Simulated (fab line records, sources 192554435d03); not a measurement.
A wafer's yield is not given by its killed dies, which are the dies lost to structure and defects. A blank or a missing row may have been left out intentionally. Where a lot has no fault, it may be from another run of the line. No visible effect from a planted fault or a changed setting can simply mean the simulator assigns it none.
Chamber matching -- flow n5_finfet -- N5_BEOL_M14_ETCH_67 on rie_diel-02: 4 sister chambers
The step etches SiARC in CF4, target depth 143 nm, time 238.3 s. 18 wafers are shown with their chamber, then 9 later ones without.

WAFERS PAIRED WITH THEIR CHAMBERS
wafer,chamber,drypump_motor_current_A (A),showerhead_plenum_p_Torr (Torr),throttle_valve_pct (%)
L074.1,2,5.3,2.04,16.18
L074.3,0,6.1,2.05,15.60
L074.5,2,5.3,2.04,16.16
L081.1,3,5.1,2.20,16.09
L081.2,1,5.2,2.13,15.72
L081.6,1,5.2,2.13,15.73
L083.2,2,5.3,2.04,16.21
L083.4,1,5.2,2.13,15.72
L083.6,0,6.1,2.05,15.63
L085.2,3,5.1,2.20,16.10
L085.5,3,5.1,2.20,16.11
L085.6,0,6.2,2.04,15.66
L084.2,2,5.3,2.03,16.23
L084.5,3,5.1,2.19,16.10
L084.6,2,5.3,2.03,16.23
L089.1,0,6.1,2.04,15.67
L089.4,1,5.3,2.13,15.75
L089.6,0,6.1,2.04,15.69

SIGNATURES (averages over the wafers above)
reading,chamber 0,chamber 1,chamber 2,chamber 3,scatter within a chamber
drypump_motor_current_A,6.120,5.225,5.300,5.100,0.0333
showerhead_plenum_p_Torr,2.0440,2.1300,2.0360,2.1975,0.00474
throttle_valve_pct,15.6500,15.7300,16.2020,16.1000,0.0263
Rule: a wafer's distance from a chamber is the root of the sum, over the readings, of the square of ((its reading less the chamber's mean) divided by the reading's scatter). The wafer belongs to the nearest chamber; if the next one is less than 2 further off, it can't be placed. The scatter is the square root of a quotient: the sum, over the shown wafers, of each reading's squared deviation from its chamber's mean, divided by wafers minus chambers.

WAFERS WITH NO CHAMBER GIVEN
wafer,drypump_motor_current_A (A),showerhead_plenum_p_Torr (Torr),throttle_valve_pct (%)
L087.2,5.2,2.13,15.74
L087.3,5.1,2.19,16.10
L087.6,6.2,2.04,15.68
L090.3,6.1,2.04,15.69
L090.4,5.1,2.19,16.12
L090.6,6.1,2.04,15.68
L097.3,6.1,2.03,15.73
L097.4,5.2,2.12,15.78
L097.5,6.2,2.03,15.72

WHICH CHAMBER EACH ONE RAN IN
wafer,from the rows above,in truth
L087.2,1,1
L087.3,3,3
L087.6,0,0
L090.3,0,0
L090.4,3,3
L090.6,0,0
L097.3,0,0
L097.4,1,1
L097.5,0,0
9 of 9 placed correctly. Can't be placed from these rows: 0. Wrongly placed: 0.
